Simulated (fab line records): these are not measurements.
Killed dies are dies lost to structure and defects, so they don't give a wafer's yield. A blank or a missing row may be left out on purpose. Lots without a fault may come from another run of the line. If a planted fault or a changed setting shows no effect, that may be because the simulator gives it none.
Struck lot and sound lot, side by side + flow nand_harc + 10 steps out of a route of 1302
Sound: these wafers, L339.1, L339.2, L339.3. The struck wafers were L342.2, L342.4, L342.5. The cause is named last.
Order at every step that has rows: each side's tool, ch and its chambers, its first start. Under that, the readings that differ: sound wafers + struck wafers + difference of the means + sigmas: that difference in standard deviations of wafers without a fault.
alike: readings with means less than 2 such deviations apart, plus words and numbers identical on both sides. not compared: withheld readings, readings lacking a value on some wafer, bounds such as >300 that could conceal the same value, and numbers that have no deviation in the record and whose values overlap.
Wherever a step has rows on one side only, a row that says differs or no value, or a row with sigmas, the two part there. Numbers that don't overlap but have no deviation are shown without sigmas and don't part them. Lack of a reading on every wafer of one side parts them only where that side has two or more wafers.

first, 1 step without rows for these wafers: NHARC_A_WL_FILL_SRD_14.
NHARC_A_WL_FILL_ALD_19: deposits TiN, target thk 2 nm, pulse time 3 s, ald cycles 100.
  sound on ald_metal-04 ch 0,1,2, day 23 08:05; struck on ald_metal-02 ch 0,3, day 24 17:13
  alike: heater_power_w, precursor_pulse_height_rel
NHARC_A_WL_FILL_CVD_20: deposits W, target thk 100 nm, time 74 s.
  sound: cvd_w-01 ch 0,1; struck: cvd_w-01 ch 0,1
  alike: heater_power_w, throttle_valve_pct
NHARC_A_WL_FILL_CMP_12: polishes, t overpolish 30 s, target thk 100 nm.
  sound on cmp-02 ch 0,1,2, day 23 08:28; struck on cmp-01 ch 1,2, day 24 17:34
  alike: motor_current_A, overpolish_run_s, time_to_endpoint_s
following that, these wafers have no rows for 1 step: NHARC_A_WL_FILL_SRD_31.
NHARC_A_WL_FILL_INSPECT_15:
  sound on defect_inspect-01 at day 23 08:57; struck on defect_inspect-02 at day 24 18:03
  alike: raw_defect_count
NHARC_A_CONTACT_DEP_24: deposits SiO2, target thk 500 nm.
  sound on pecvd-04 ch 0,1,2, day 23 09:01; struck on pecvd-04 ch 1,2, day 24 18:14
  alike: chamber_pressure_Torr, heater_power_outer_w, heater_power_w, throttle_valve_pct
NHARC_A_CONTACT_DEP_28: deposits aC, target thk 7000 nm.
  sound on acl_dep-01 ch 0, day 23 11:05; struck on acl_dep-03 ch 0, day 24 20:32
| reading              | sound | struck               | difference                   | sigmas |
|----------------------|-------|----------------------|------------------------------|--------|
| susceptor_temp_C (C) | - - - | 399.91 399.87 399.84 | no value on the sound wafers |        |
  alike: throttle_valve_pct
NHARC_A_CONTACT_DEP_29: deposits SiON, target thk 100 nm.
  sound on pecvd-01 ch 0,1,2, day 23 15:17; struck on pecvd-04 ch 0,1,2, day 25 00:10
  no value came back on the struck wafers for chamber_pressure_Torr (Torr), heater_power_outer_w (W), heater_power_w (W); on the sound wafers chamber_pressure_Torr (Torr) reads 3.497 3.490 3.492
then, 1 step without rows for these wafers: NHARC_A_CONTACT_DEHYDRATE_32 (time 120 s).

== WHERE THEY PART ==
Last at NHARC_A_CONTACT_DEP_29 as far as this record goes, first at NHARC_A_CONTACT_DEP_28.

WHY: what the simulator had put in
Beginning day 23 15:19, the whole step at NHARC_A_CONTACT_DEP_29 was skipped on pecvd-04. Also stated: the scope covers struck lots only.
